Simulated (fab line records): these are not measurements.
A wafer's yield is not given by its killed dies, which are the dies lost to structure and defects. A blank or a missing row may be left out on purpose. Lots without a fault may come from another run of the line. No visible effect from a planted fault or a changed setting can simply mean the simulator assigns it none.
Split-lot experiment :: flow n5Finfet :: 21 wafers read from 7 lots, route of 1938 steps

## ON THE SPLIT
At N5_SDB_ALD_29 (deposits SiNx, target thk 30 nm, pulse time 1 s, ald cycles 600), the setting aldCycles was moved away from the recipe's 600 on 7 of the 21 wafers read, by -12.7% to +9.3%. The other wafers ran this setting at the recipe's value.

The split's own step is where the reading is taken.

## THE READING
SiNx_of_SDB_ALD_29.thkNm (the simulator's own value, which no gauge read), in nm, at N5_SDB_ALD_29 (deposits SiNx, target thk 30 nm, pulse time 1 s, ald cycles 600). No usual value for it is given in the file. Average 30.0 nm, standard deviation 0.12 nm, over the 14 wafers here run with the recipe.

wafer: L076.2
tool, chamber at the split: aldSin-01, 1
aldCycles as run: 642
against the recipe: +7.0%
SiNx_of_SDB_ALD_29.thkNm, nm: 31.8
against lot-mates on the recipe: +2.0

wafer: L076.3
tool, chamber at the split: aldSin-01, 2
aldCycles as run: 642
against the recipe: +7.0%
SiNx_of_SDB_ALD_29.thkNm, nm: 32
against lot-mates on the recipe: +2.2

wafer: L076.4
tool, chamber at the split: aldSin-01, 0
aldCycles as run: 600
against the recipe: recipe
SiNx_of_SDB_ALD_29.thkNm, nm: 29.8
against lot-mates on the recipe: -

wafer: L078.2
tool, chamber at the split: aldSin-04, 1
aldCycles as run: 600
against the recipe: recipe
SiNx_of_SDB_ALD_29.thkNm, nm: 30.2
against lot-mates on the recipe: -

wafer: L078.3
tool, chamber at the split: aldSin-04, 2
aldCycles as run: 634
against the recipe: +5.7%
SiNx_of_SDB_ALD_29.thkNm, nm: 31.8
against lot-mates on the recipe: +1.7

wafer: L078.5
tool, chamber at the split: aldSin-04, 0
aldCycles as run: 600
against the recipe: recipe
SiNx_of_SDB_ALD_29.thkNm, nm: 30
against lot-mates on the recipe: -

wafer: L079.2
tool, chamber at the split: aldSin-04, 1
aldCycles as run: 524
against the recipe: -12.7%
SiNx_of_SDB_ALD_29.thkNm, nm: 26.4
against lot-mates on the recipe: -3.6

wafer: L079.3
tool, chamber at the split: aldSin-04, 2
aldCycles as run: 600
against the recipe: recipe
SiNx_of_SDB_ALD_29.thkNm, nm: 30
against lot-mates on the recipe: -

wafer: L079.5
tool, chamber at the split: aldSin-04, 0
aldCycles as run: 524
against the recipe: -12.7%
SiNx_of_SDB_ALD_29.thkNm, nm: 26.2
against lot-mates on the recipe: -3.8

wafer: L080.4
tool, chamber at the split: aldSin-04, 0,3
aldCycles as run: 600
against the recipe: recipe
SiNx_of_SDB_ALD_29.thkNm, nm: 30
against lot-mates on the recipe: -

wafer: L080.6
tool, chamber at the split: aldSin-04, 0,3
aldCycles as run: 600
against the recipe: recipe
SiNx_of_SDB_ALD_29.thkNm, nm: 30
against lot-mates on the recipe: -

wafer: L080.5
tool, chamber at the split: aldSin-04, 0
aldCycles as run: 600
against the recipe: recipe
SiNx_of_SDB_ALD_29.thkNm, nm: 30.2
against lot-mates on the recipe: -

wafer: L093.1
tool, chamber at the split: aldSin-03, 2
aldCycles as run: 600
against the recipe: recipe
SiNx_of_SDB_ALD_29.thkNm, nm: 30.2
against lot-mates on the recipe: -

wafer: L093.3
tool, chamber at the split: aldSin-03, 3,1
aldCycles as run: 600
against the recipe: recipe
SiNx_of_SDB_ALD_29.thkNm, nm: 30
against lot-mates on the recipe: -

wafer: L093.6
tool, chamber at the split: aldSin-03, 3,1
aldCycles as run: 600
against the recipe: recipe
SiNx_of_SDB_ALD_29.thkNm, nm: 30
against lot-mates on the recipe: -

wafer: L094.3
tool, chamber at the split: aldSin-01, 0
aldCycles as run: 600
against the recipe: recipe
SiNx_of_SDB_ALD_29.thkNm, nm: 29.8
against lot-mates on the recipe: -

wafer: L094.4
tool, chamber at the split: aldSin-01, 2
aldCycles as run: 543
against the recipe: -9.5%
SiNx_of_SDB_ALD_29.thkNm, nm: 27
against lot-mates on the recipe: -2.9

wafer: L094.5
tool, chamber at the split: aldSin-01, 1
aldCycles as run: 600
against the recipe: recipe
SiNx_of_SDB_ALD_29.thkNm, nm: 30
against lot-mates on the recipe: -

wafer: L095.2
tool, chamber at the split: aldSin-01, 0
aldCycles as run: 656
against the recipe: +9.3%
SiNx_of_SDB_ALD_29.thkNm, nm: 32.8
against lot-mates on the recipe: +2.8

wafer: L095.3
tool, chamber at the split: aldSin-01, 1,3
aldCycles as run: 600
against the recipe: recipe
SiNx_of_SDB_ALD_29.thkNm, nm: 30
against lot-mates on the recipe: -

wafer: L095.4
tool, chamber at the split: aldSin-01, 1,3
aldCycles as run: 600
against the recipe: recipe
SiNx_of_SDB_ALD_29.thkNm, nm: 30
against lot-mates on the recipe: -
Where a row lists several chambers, the file gives one row for several wafers and doesn't say which wafer went through which chamber.

FIT RESULTS
A straight line over all 21 wafers: SiNx_of_SDB_ALD_29.thkNm changes by +0.295 nm for each +1% of aldCycles; r = +1.00; the points scatter about the line by 0.14 nm.
The same after taking each lot's own level away (the mean of its wafers on the recipe; 21 wafers): +0.297 nm for each +1%; r = +1.00; scatter 0.088 nm.
The reading moves by 3.8 nm for the largest change in aldCycles, on that fit.
The lots' own levels span 29.80 to 30.10 nm, that is 2.5 times the standard deviation above.
The two slopes are in agreement: the lot-to-lot level therefore moves the slope only a little.
Check: with one of the wafers moved furthest among these (-12.7%) left out of the fit, the line predicts -3.82 nm for it against its lot-mates. Against them it came out at -3.6 nm.

## THE WHOLE CHAIN: every reading that the file lists as answering this split, in the file's order
step: N5_SDB_ALD_29
what it does: deposits SiNx, target thk 30 nm, pulse time 1 s, ald cycles 600
reading: SiNx_of_SDB_ALD_29.thkNm (the simulator's own value, which no gauge read)
change (the file's fit): +0.298 nm for each +1% of the setting
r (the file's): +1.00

step: N5_SDB_CMP_30
what it does: polishes, stops on poly-Si, t overpolish 1.54 s, target thk 30 nm
reading: SiNx_of_SDB_ALD_29.thkNm (the simulator's own value, which no gauge read)
change (the file's fit): not straight: 25.6 at the lowest setting, 29.99 at the recipe, 28.4 at the highest
r (the file's): not given

## THE FILE'S OWN FIT
SiNx_of_SDB_ALD_29.thkNm changes by +0.298 nm for each +1% of aldCycles, r = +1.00.
